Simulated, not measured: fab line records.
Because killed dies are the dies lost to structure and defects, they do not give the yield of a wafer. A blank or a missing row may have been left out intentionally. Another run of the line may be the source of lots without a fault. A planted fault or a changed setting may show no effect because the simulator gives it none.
fab line records | flow nandHarc
record lots=6 | wafers=18 | lastDay=33
route steps=1302 shown A_BLC@1121 END@1302
lots that met no fault: taken from a fault-free run of the same line
startH: hours from the record's opening day to when the first of the lot's shown wafers began | waitH: hours since the lot's step before | " identical to the entry in the row above | L1.1+2: a row that stands for several wafers | - value missing, or start not given | * or withheld: withheld | < > ~ a bound
route shown NAME@n: a module of which the file shows steps, and the number in the route of the first | usual: mean/standard deviation of fault-free wafers | same: alike in all rows | chamber/n: place in a boat | sites: per-site readings | _std_site: how widely they spread, as a standard deviation | _edge_site: inner sites' mean taken away from outer sites' mean | radiusMm: for every site, how far away it sits from the centre of the wafer | mask NAME#n: copy n | behind: tool/chamber where the wafer was last shaped | hold: why the lot was held/for how many hours/how that ended | device: the n, p or np transistor that did not switch | end of line: the same wafers' tests at the end of the route | where a step has no rows: the recipe by itself | killed: not the wafer's yield, but the dies lost to structure and defects at the first sort | map: dies across one wafer; x = killed, . = not, _ = none there
set.NAME: the setting as run; set.NAME@STEP: as run at that earlier step | model.NAME: the simulator's own value behind a step, which no gauge read
lots seen at some steps along the route; tables by step, rows by wafer
services: a tool's chamber out of use, with start hour (startH, from the record's first day; less than 0 if before it), hours out, and reason
## steps
# step NHARC_A_BLC_ETCH_16
# recipe targetDepthA=390 | overEtchFrac=0.3 | timeS=65 | ionEnergyEv=80 | cf4FlowSccm=150 | arFlowSccm=0 | rfW=300 | biasW=100 | chemistry=CF4
# step NHARC_A_BLC_ETCH_17
# recipe targetDepthA=3900 | overEtchFrac=0.25 | timeS=609.38 | ionEnergyEv=200 | n2FlowSccm=150 | h2FlowSccm=150 | arFlowSccm=0 | rfW=400 | biasW=150 | chemistry=N2/H2
# usual biasW=150.0/0.46 | drypumpMotorCurrentA=5.6/0.43 | oesProductAu=0.998/0.0075 | rfVppV=430.5/2.5 | showerheadPlenumPTorr=2.04/0.09 | throttleValvePct=14.172/0.0093
lot.wafer | tool       | chamber | startH | waitH | biasW | drypumpMotorCurrentA | oesProductAu | rfHoursCounterH | rfVppV | showerheadPlenumPTorr | throttleValvePct
L231.2    | rieDiel-06 | 1       | -      | -     | 149.3 | 5.6                  | 1.006        | 4               | 432.3  | 2.09                  | 14.169
L231.3    | "          | 2       | "      | "     | 150.1 | 5.0                  | 1.006        | 4               | 435.2  | 2.16                  | 14.167
L231.6    | "          | 3       | "      | "     | 149.4 | 5.8                  | 1.001        | -               | 429.0  | 1.97                  | 14.166
L233.4    | rieDiel-06 | 3       | -      | -     | 150.0 | 5.8                  | 0.998        | 5               | 429.8  | 1.97                  | 14.184
L233.1    | "          | 1       | "      | "     | 149.7 | 5.6                  | 0.992        | 5               | 431.2  | 2.09                  | 14.162
L233.6    | "          | 3       | "      | "     | 150.7 | 5.8                  | 0.998        | -               | 429.9  | 1.97                  | 14.169
L237.1    | rieDiel-06 | 3       | -      | -     | 149.5 | 5.8                  | 1.002        | 11              | 429.8  | 1.97                  | 14.177
L237.4    | "          | 0       | "      | "     | 149.8 | 5.3                  | 1.001        | 10              | 430.2  | 2.04                  | 14.161
L237.5    | "          | 3       | "      | "     | 150.5 | 5.8                  | 1.002        | -               | 430.1  | 1.97                  | 14.173
L238.2    | rieDiel-11 | 0       | -      | -     | 149.9 | 5.7                  | 1.011        | 1               | 428.4  | 1.98                  | 14.177
L238.3    | "          | 1       | "      | "     | 149.8 | 5.7                  | 0.998        | 1               | 431.2  | 2.04                  | 14.166
L238.6    | "          | 2       | "      | "     | 149.9 | 6.5                  | 0.986        | -               | 427.1  | 1.88                  | 14.183
L244.1    | rieDiel-11 | 2       | -      | -     | 150.6 | 6.5                  | 0.988        | 6               | 426.6  | 1.88                  | 14.162
L244.3    | "          | 0       | "      | "     | 150.5 | 5.7                  | 0.998        | 6               | 430.4  | 1.98                  | 14.183
L244.2    | "          | 1       | "      | "     | 150.3 | 5.7                  | 0.991        | 6               | 433.3  | 2.04                  | 14.177
L251.3    | rieDiel-11 | 3       | -      | -     | 148.8 | 5.3                  | 0.993        | 9               | 434.5  | 2.15                  | 14.174
L251.4    | "          | 0       | "      | "     | 150.5 | 5.7                  | 0.997        | 9               | 427.9  | 1.98                  | 14.172
L251.5    | "          | 0       | "      | "     | 150.7 | 5.7                  | 0.996        | -               | 428.2  | 1.98                  | 14.157
# step NHARC_A_BLC_ETCH_18
# recipe targetDepthA=9100 | c4f8FlowSccm=20 | o2FlowSccm=10 | arFlowSccm=withheld | rfW=600 | biasW=1500 | chemistry=C4F8/O2/Ar
# usual biasW=1500/4.6 | oesProductAu=0.951/0.023 | rfVppV=978/5.5
lot.wafer | tool       | chamber | startH | waitH | biasW | oesProductAu | rfHoursCounterH | rfVppV
L231.2    | rieDiel-06 | 1       | -      | -     | 1501  | 0.959        | 4               | 981
L231.3    | "          | 2       | "      | "     | 1497  | 0.961        | 4               | 986
L231.6    | "          | 0       | "      | "     | 1497  | 0.979        | -               | 979
L233.4    | rieDiel-06 | 1       | -      | -     | 1490  | 0.951        | 5               | 982
L233.1    | "          | 3       | "      | "     | 1502  | 0.987        | 5               | 975
L233.6    | "          | 0       | "      | "     | 1504  | 0.968        | -               | 980
L237.4    | rieDiel-06 | 2       | -      | -     | 1504  | 0.922        | 11              | 986
L237.1    | "          | 0       | "      | "     | 1507  | 0.922        | 10              | 979
L237.5    | "          | 2       | "      | "     | 1494  | 0.923        | -               | 984
L238.3    | rieDiel-11 | 0       | -      | -     | 1505  | 0.959        | 1               | 974
L238.2    | "          | 1       | "      | "     | 1500  | 0.969        | 1               | 979
L238.6    | "          | 0       | "      | "     | 1501  | 0.965        | -               | 973
L244.1    | rieDiel-11 | 1       | -      | -     | 1496  | 0.922        | 6               | 978
L244.2    | "          | 2       | "      | "     | 1498  | 0.921        | 7               | 968
L244.3    | "          | 3       | "      | "     | 1498  | 0.916        | 7               | 986
L251.4    | rieDiel-11 | 3       | -      | -     | 1506  | 0.920        | 9               | 985
L251.3    | "          | 0       | "      | "     | 1502  | 0.927        | 9               | 975
L251.5    | "          | 2       | "      | "     | 1500  | 0.910        | -               | 968
# step NHARC_A_BLC_CD_MEAS_19
# usual cdNm=99.7/1.5
lot.wafer | tool     | chamber | startH | waitH | cdNm
L231.2    | cdSem-02 | -       | 541.00 | -     | 101.2
L231.3    | "        | -       | "      | "     | 101.7
L231.6    | "        | -       | "      | "     | 99.6
L233.1    | cdSem-03 | -       | 556.14 | -     | 100.4
L233.4    | "        | -       | "      | "     | 97.9
L233.6    | "        | -       | "      | "     | 100.3
L237.1    | cdSem-03 | -       | 616.26 | -     | 99.7
L237.4    | "        | -       | "      | "     | 101.2
L237.5    | "        | -       | "      | "     | 101.6
L238.2    | cdSem-01 | -       | 626.69 | -     | 98.6
L238.3    | "        | -       | "      | "     | 97.7
L238.6    | "        | -       | "      | "     | 100.4
L244.1    | cdSem-02 | -       | 701.21 | -     | 100.3
L244.2    | "        | -       | "      | "     | 99.2
L244.3    | "        | -       | "      | "     | 98.2
L251.3    | cdSem-02 | -       | 745.27 | -     | 100.1
L251.4    | "        | -       | "      | "     | 100.3
L251.5    | "        | -       | "      | "     | 100.6
# step NHARC_A_BLC_STRIP_29
# recipe cf4FlowSccm=150 | arFlowSccm=0 | biasW=0 | chemistry=CF4
# step NHARC_A_BLC_STRIP_21
# recipe o2FlowSccm=500 | arFlowSccm=0 | biasW=0 | chemistry=O2
# step NHARC_A_BLC_STRIP_22
# recipe timeS=600 | tempC=30 | chemistry=postEtchResidueRemover
# step NHARC_A_BLC_DEGAS_30
# recipe tempC=300 | timeS=60
# usual heaterPowerW=453/22
lot.wafer | tool          | chamber | startH | waitH | heaterPowerW
L231.2    | pvdSputter-02 | -       | 541.64 | -     | 512
L231.3    | "             | -       | "      | "     | 431
L231.6    | "             | -       | "      | "     | 512
L233.4    | pvdSputter-01 | -       | 556.74 | -     | 435
L233.1    | "             | -       | "      | "     | 410
L233.6    | "             | -       | "      | "     | 435
L237.1    | pvdSputter-02 | -       | 616.86 | -     | 457
L237.4    | "             | -       | "      | "     | 476
L237.5    | "             | -       | "      | "     | 444
L238.3    | pvdSputter-01 | -       | 627.30 | -     | 439
L238.2    | "             | -       | "      | "     | 427
L238.6    | "             | -       | "      | "     | 450
L244.2    | pvdSputter-02 | -       | 701.81 | -     | 467
L244.1    | "             | -       | "      | "     | 464
L244.3    | "             | -       | "      | "     | 481
L251.3    | pvdSputter-02 | -       | 745.91 | -     | 482
L251.4    | "             | -       | "      | "     | 501
L251.5    | "             | -       | "      | "     | 463
# step NHARC_A_BLC_PRE_CLEAN_31
# recipe timeS=15 | biasV=250 | gas=Ar
# step NHARC_A_BLC_PVD_32
# recipe targetThkA=50 | chamberPressurePa=5 | powerW=5000 | substrateTempC=200 | timeS=17.7 | material=Ti
# usual throttleValvePct=30.2/0.83
lot.wafer | tool          | chamber | startH | waitH | throttleValvePct
L231.3    | pvdSputter-02 | -       | -      | -     | 29.5
L231.2    | "             | -       | "      | "     | 29.6
L231.6    | "             | -       | "      | "     | 30.0
L233.4    | pvdSputter-01 | -       | -      | -     | 31.0
L233.1    | "             | -       | "      | "     | 31.4
L233.6    | "             | -       | "      | "     | 30.4
L237.4    | pvdSputter-02 | -       | -      | -     | 29.5
L237.1    | "             | -       | "      | "     | 30.2
L237.5    | "             | -       | "      | "     | 29.4
L238.3    | pvdSputter-01 | -       | -      | -     | 31.1
L238.2    | "             | -       | "      | "     | 31.2
L238.6    | "             | -       | "      | "     | 28.7
L244.3    | pvdSputter-02 | -       | -      | -     | 29.9
L244.1    | "             | -       | "      | "     | 29.3
L244.2    | "             | -       | "      | "     | 30.2
L251.4    | pvdSputter-02 | -       | -      | -     | 29.6
L251.3    | "             | -       | "      | "     | 29.7
L251.5    | "             | -       | "      | "     | 30.3
# step NHARC_A_BLC_ALD_23
# recipe targetThkA=30 | pulseTimeS=1 | aldCycles=150 | tempC=450 | material=TiN
# step NHARC_A_BLC_CVD_24
# recipe targetThkA=1500 | tempC=300 | pressureTorr=40 | wf6FlowSccm=40 | h2FlowSccm=1600 | arFlowSccm=1560 | timeS=434 | material=W
# usual heaterPowerW=470/36 | throttleValvePct=8.14/0.19
lot.wafer | tool    | chamber | startH | waitH | heaterPowerW | throttleValvePct
L231.2    | cvdW-01 | 0       | -      | -     | 446          | 7.84
L231.3    | "       | 0       | "      | "     | 456          | 7.83
L231.6    | "       | 1       | "      | "     | 520          | 8.00
L233.1    | cvdW-02 | 1       | -      | -     | 466          | 8.20
L233.4    | "       | 1       | "      | "     | 452          | 8.28
L233.6    | "       | 0       | "      | "     | 440          | 8.04
L237.1    | cvdW-01 | 1       | -      | -     | 519          | 7.89
L237.4    | "       | 1       | "      | "     | 538          | 8.04
L237.5    | "       | 1       | "      | "     | 531          | 7.93
L238.2    | cvdW-02 | 0       | -      | -     | 433          | 7.92
L238.3    | "       | 1       | "      | "     | 442          | 8.31
L238.6    | "       | 1       | "      | "     | 459          | 8.19
L244.1    | cvdW-01 | 1       | -      | -     | 537          | 8.33
L244.2    | "       | 0       | "      | "     | 468          | 7.97
L244.3    | "       | 1       | "      | "     | 545          | 8.16
L251.4    | cvdW-01 | 1       | -      | -     | 518          | 7.62
L251.3    | "       | 0       | "      | "     | 423          | 8.14
L251.5    | "       | 1       | "      | "     | 515          | 8.14
# step NHARC_A_BLC_CMP_25
# recipe tOverpolishS=30 | targetThkNm=150
# usual edgeZonePressureFrac=0.999/0.0044 | motorCurrentA=11.7/0.92 | overpolishRunS=30.000/0.0091 | timeToEndpointS=31.0/2.3
lot.wafer | tool   | chamber | startH | waitH | edgeZonePressureFrac | motorCurrentA | overpolishRunS | timeToEndpointS
L231.2    | cmp-01 | 3       | 542.64 | 0.4   | 1.000                | 11.1          | 29.999         | 28.1
L231.3    | "      | 0       | "      | "     | 0.996                | 12.2          | 29.994         | 29.3
L231.6    | "      | 3       | "      | "     | 0.987                | 10.6          | 30.000         | 29.6
L233.4    | cmp-01 | 1       | 557.70 | 0.2   | 1.003                | 12.6          | 29.990         | 32.0
L233.1    | "      | 2       | "      | "     | 1.006                | 11.1          | 30.001         | 31.0
L233.6    | "      | 2       | "      | "     | 1.004                | 11.3          | 29.995         | 29.9
L237.4    | cmp-02 | 3       | 617.88 | 0.2   | -                    | -             | -              | -
L237.1    | "      | 0       | "      | "     | -                    | -             | -              | -
L237.5    | "      | 0       | "      | "     | -                    | -             | -              | -
L238.3    | cmp-01 | 1       | 628.26 | 0.3   | -                    | -             | -              | -
L238.2    | "      | 3       | "      | "     | -                    | -             | -              | -
L238.6    | "      | 2       | "      | "     | -                    | -             | -              | -
L244.1    | cmp-02 | 0       | 702.85 | 0.5   | 0.998                | 10.9          | 29.993         | 34.3
L244.3    | "      | 1       | "      | "     | 0.995                | 12.2          | 30.027         | 32.7
L244.2    | "      | 2       | "      | "     | 1.000                | 11.0          | 30.008         | 31.9
L251.3    | cmp-02 | 3       | 746.90 | 0.2   | 1.008                | 12.0          | 29.998         | 35.0
L251.4    | "      | 1       | "      | "     | 1.005                | 12.1          | 30.003         | 32.1
L251.5    | "      | 0       | "      | "     | 0.997                | 11.1          | 30.006         | 30.2
# step NHARC_A_BLC_SRD_27
# step NHARC_A_BLC_INSPECT_28
# usual rawDefectCount=482/100
lot.wafer | tool             | chamber | startH | waitH | rawDefectCount
L231.2    | defectInspect-02 | -       | 543.03 | 0.1   | 425
L231.3    | "                | -       | "      | "     | 576
L231.6    | "                | -       | "      | "     | 608
L233.1    | defectInspect-01 | -       | 558.11 | 0.1   | 666
L233.4    | "                | -       | "      | "     | 554
L233.6    | "                | -       | "      | "     | 505
L237.1    | defectInspect-01 | -       | 618.28 | 0.1   | 6581
L237.4    | "                | -       | "      | "     | 6768
L237.5    | "                | -       | "      | "     | 6638
L238.2    | defectInspect-01 | -       | 628.67 | 0.1   | 6704
L238.3    | "                | -       | "      | "     | 6840
L238.6    | "                | -       | "      | "     | 6723
L244.1    | defectInspect-01 | -       | 703.23 | 0.1   | 475
L244.2    | "                | -       | "      | "     | 640
L244.3    | "                | -       | "      | "     | 609
L251.3    | defectInspect-01 | -       | 747.31 | 0.1   | 535
L251.4    | "                | -       | "      | "     | 392
L251.5    | "                | -       | "      | "     | 445
# step NHARC_END_SORT_01
# recipe tempC=25
# usual killedAtArray=52/16 | killedAtOther=0.8/1.1 | killedAtPeriphery=4.2/2.5 | killedDies=57/16 | killedOpen=3.4/2 | killedShort=2.6/1.6
# same grossDies=677
lot.wafer | tool      | chamber | startH | waitH | killedAtArray | killedAtOther | killedAtPeriphery | killedDies | killedOpen | killedShort
L237.1    | prober-01 | 0       | 659.87 | 2.5   | 673           | 1             | 3                 | 677        | 7          | 6
L237.4    | prober-01 | 0       | 662.25 | 3.4   | 672           | 0             | 5                 | 677        | 4          | 3
L237.5    | prober-01 | 0       | 663.04 | 3.7   | 672           | 1             | 4                 | 677        | 5          | 3
L238.2    | prober-02 | 0       | 669.40 | 2.8   | 664           | 0             | 13                | 677        | 0          | 2
L238.3    | prober-02 | 0       | 670.19 | 3.1   | 667           | 0             | 10                | 677        | 3          | 4
L238.6    | prober-02 | 0       | 672.55 | 3.9   | 667           | 0             | 10                | 677        | 1          | 2
# killed by level:class
L237.1 A_BLC:areaCmp=648 A_CHANNEL_HOLE_D2:chamberFilmFlake=7 A_CHANNEL_HOLE_D1:chamberFilmFlake=3 A_CHANNEL_FILL_D2:geometricParticle:open=2 A_SLIT:geometricParticle:open=2 A_WL_FILL:geometricParticle:short=2 A_STAIRCASE:chamberFilmFlake=2 P_CONTACT:geometricParticle:short=1
L237.4 A_BLC:areaCmp=644 A_CHANNEL_HOLE_D2:chamberFilmFlake=9 A_CHANNEL_HOLE_D1:chamberFilmFlake=3 A_STAIRCASE:chamberFilmFlake=3 A_SLIT:chamberFilmFlake=3 A_M1:geometricParticle:open=2 P_ZERO_WELL:chamberFilmFlake=2 A_WL_FILL:chamberFilmFlake=2
L237.5 A_BLC:areaCmp=649 A_CHANNEL_HOLE_D2:chamberFilmFlake=6 A_CHANNEL_HOLE_D1:chamberFilmFlake=3 A_STAIRCASE:chamberFilmFlake=3 P_CONTACT:geometricParticle:open=2 A_DECK1_JOINT:chamberFilmFlake=2 A_SLIT:chamberFilmFlake=2 P_GATE:geometricParticle:open=1
L238.2 A_BLC:areaCmp=618 A_CHANNEL_HOLE_D1:chamberFilmFlake=29 P_BONDPAD:chamberFilmFlake=6 P_CONTACT:chamberFilmFlake=4 A_STAIRCASE:chamberFilmFlake=4 A_CONTACT:chamberFilmFlake=4 P_STI:chamberFilmFlake=2 A_CHANNEL_FILL_D2:chamberFilmFlake=2
L238.3 A_BLC:areaCmp=615 A_CHANNEL_HOLE_D1:chamberFilmFlake=23 A_CHANNEL_HOLE_D2:chamberFilmFlake=7 A_CONTACT:chamberFilmFlake=7 P_CONTACT:chamberFilmFlake=4 A_CHANNEL_FILL_D2:chamberFilmFlake=4 P_CONTACT:geometricParticle:open=2 P_BONDPAD:chamberFilmFlake=2
L238.6 A_BLC:areaCmp=628 A_CHANNEL_HOLE_D1:chamberFilmFlake=18 A_CHANNEL_HOLE_D2:chamberFilmFlake=8 P_BONDPAD:chamberFilmFlake=7 A_CONTACT:chamberFilmFlake=4 A_CHANNEL_FILL_D2:chamberFilmFlake=2 A_BLC:chamberFilmFlake=2 P_CONTACT:geometricParticle:short=1
# map L237.1 (x killed, . not)
____________x____________
_________xxxxxxx_________
_______xxxxxxxxxxx_______
______xxxxxxxxxxxxx______
_____xxxxxxxxxxxxxxx_____
____xxxxxxxxxxxxxxxxx____
____xxxxxxxxxxxxxxxxx____
___xxxxxxxxxxxxxxxxxxx___
___xxxxxxxxxxxxxxxxxxx___
__xxxxxxxxxxxxxxxxxxxxx__
__xxxxxxxxxxxxxxxxxxxxx__
_xxxxxxxxxxxxxxxxxxxxxxx_
_xxxxxxxxxxxxxxxxxxxxxxx_
_xxxxxxxxxxxxxxxxxxxxxxx_
_xxxxxxxxxxxxxxxxxxxxxxx_
_xxxxxxxxxxxxxxxxxxxxxxx_
xxxxxxxxxxxxxxxxxxxxxxxxx
xxxxxxxxxxxxxxxxxxxxxxxxx
xxxxxxxxxxxxxxxxxxxxxxxxx
xxxxxxxxxxxxxxxxxxxxxxxxx
xxxxxxxxxxxxxxxxxxxxxxxxx
_xxxxxxxxxxxxxxxxxxxxxxx_
_xxxxxxxxxxxxxxxxxxxxxxx_
_xxxxxxxxxxxxxxxxxxxxxxx_
_xxxxxxxxxxxxxxxxxxxxxxx_
_xxxxxxxxxxxxxxxxxxxxxxx_
__xxxxxxxxxxxxxxxxxxxxx__
__xxxxxxxxxxxxxxxxxxxxx__
___xxxxxxxxxxxxxxxxxxx___
___xxxxxxxxxxxxxxxxxxx___
____xxxxxxxxxxxxxxxxx____
____xxxxxxxxxxxxxxxxx____
_____xxxxxxxxxxxxxxx_____
______xxxxxxxxxxxxx______
_______xxxxxxxxxxx_______
_________xxxxxxx_________
____________x____________
# map L238.2 (x killed, . not)
____________x____________
_________xxxxxxx_________
_______xxxxxxxxxxx_______
______xxxxxxxxxxxxx______
_____xxxxxxxxxxxxxxx_____
____xxxxxxxxxxxxxxxxx____
____xxxxxxxxxxxxxxxxx____
___xxxxxxxxxxxxxxxxxxx___
___xxxxxxxxxxxxxxxxxxx___
__xxxxxxxxxxxxxxxxxxxxx__
__xxxxxxxxxxxxxxxxxxxxx__
_xxxxxxxxxxxxxxxxxxxxxxx_
_xxxxxxxxxxxxxxxxxxxxxxx_
_xxxxxxxxxxxxxxxxxxxxxxx_
_xxxxxxxxxxxxxxxxxxxxxxx_
_xxxxxxxxxxxxxxxxxxxxxxx_
xxxxxxxxxxxxxxxxxxxxxxxxx
xxxxxxxxxxxxxxxxxxxxxxxxx
xxxxxxxxxxxxxxxxxxxxxxxxx
xxxxxxxxxxxxxxxxxxxxxxxxx
xxxxxxxxxxxxxxxxxxxxxxxxx
_xxxxxxxxxxxxxxxxxxxxxxx_
_xxxxxxxxxxxxxxxxxxxxxxx_
_xxxxxxxxxxxxxxxxxxxxxxx_
_xxxxxxxxxxxxxxxxxxxxxxx_
_xxxxxxxxxxxxxxxxxxxxxxx_
__xxxxxxxxxxxxxxxxxxxxx__
__xxxxxxxxxxxxxxxxxxxxx__
___xxxxxxxxxxxxxxxxxxx___
___xxxxxxxxxxxxxxxxxxx___
____xxxxxxxxxxxxxxxxx____
____xxxxxxxxxxxxxxxxx____
_____xxxxxxxxxxxxxxx_____
______xxxxxxxxxxxxx______
_______xxxxxxxxxxx_______
_________xxxxxxx_________
____________x____________
## services
tool          | chamber | startH | hours | kind
pvdSputter-02 | -       | 520.80 | 1.1   | repair
cmp-02        | -       | 526.51 | 4.0   | pm
cvdW-01       | 1       | 527.27 | 11.9  | repair
rieDiel-11    | 1       | 535.49 | 10.5  | repair
cvdW-01       | -       | 547.00 | 13.0  | pm
cmp-01        | -       | 577.50 | 4.0   | pm
cmp-02        | -       | 581.55 | 3.5   | repair
pvdSputter-01 | -       | 589.66 | 10.0  | pm
rieDiel-11    | 1       | 593.45 | 16.5  | repair
rieDiel-11    | -       | 609.50 | 9.0   | pm
cmp-02        | -       | 624.51 | 4.0   | pm
cmp-02        | -       | 636.79 | 2.4   | repair
cmp-01        | -       | 641.40 | 1.3   | repair
pvdSputter-02 | -       | 642.37 | 10.0  | pm
rieDiel-06    | 2       | 659.73 | 17.2  | repair
rieDiel-06    | -       | 661.29 | 9.0   | pm
cmp-02        | -       | 661.99 | 4.9   | repair
cmp-01        | -       | 675.50 | 4.0   | pm
cmp-01        | -       | 701.28 | 2.0   | repair
cmp-01        | -       | 704.09 | 1.2   | repair
rieDiel-11    | 0       | 706.29 | 13.6  | repair
cmp-02        | -       | 717.43 | 0.6   | repair
pvdSputter-02 | -       | 725.52 | 2.6   | repair
cvdW-01       | -       | 728.00 | 13.0  | pm
## key
firstSign step=NHARC_A_BLC_CMP_25 | reading=toolRecord | direction=missing
effect step=NHARC_A_BLC_INSPECT_28 | reading=rawDefectCount | direction=up | sigmas=60 | usual=482 | struck=6709
effect step=NHARC_END_SORT_01 | reading=killedAtArray | direction=up | sigmas=39 | usual=52 | struck=669
moreKillsBornAt NHARC_A_BLC_CMP_25@cmp-02=1941 | NHARC_A_BLC_CMP_25@cmp-01=1861
metAt NHARC_A_BLC_CMP_25
struckWafers L237.1,L237.4,L237.5,L238.2,L238.3,L238.6
laterRowsLeftOut L237.1,L237.4,L237.5,L238.2,L238.3,L238.6
testerLeftOut L237,L238
onsetBetween 557.70 617.88
fault kind=skippedStepWhole | tool=cmp-01,cmp-02 | chamber=- | onsetH=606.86 | steps=NHARC_A_BLC_CMP_25 | scope=struckLotsOnly
# testerLeftOut: of these lots the tester's yield and bins aren't shown, on N5 and GAA mostly nor the transistor test; their killed dies are dies lost to structure and defects alone, not to doping, threshold or leakage, so they don't give the yield
# laterRowsLeftOut: the simulator's readings of these wafers behind a module that went badly wrong aren't trusted and aren't shown, but for the sort
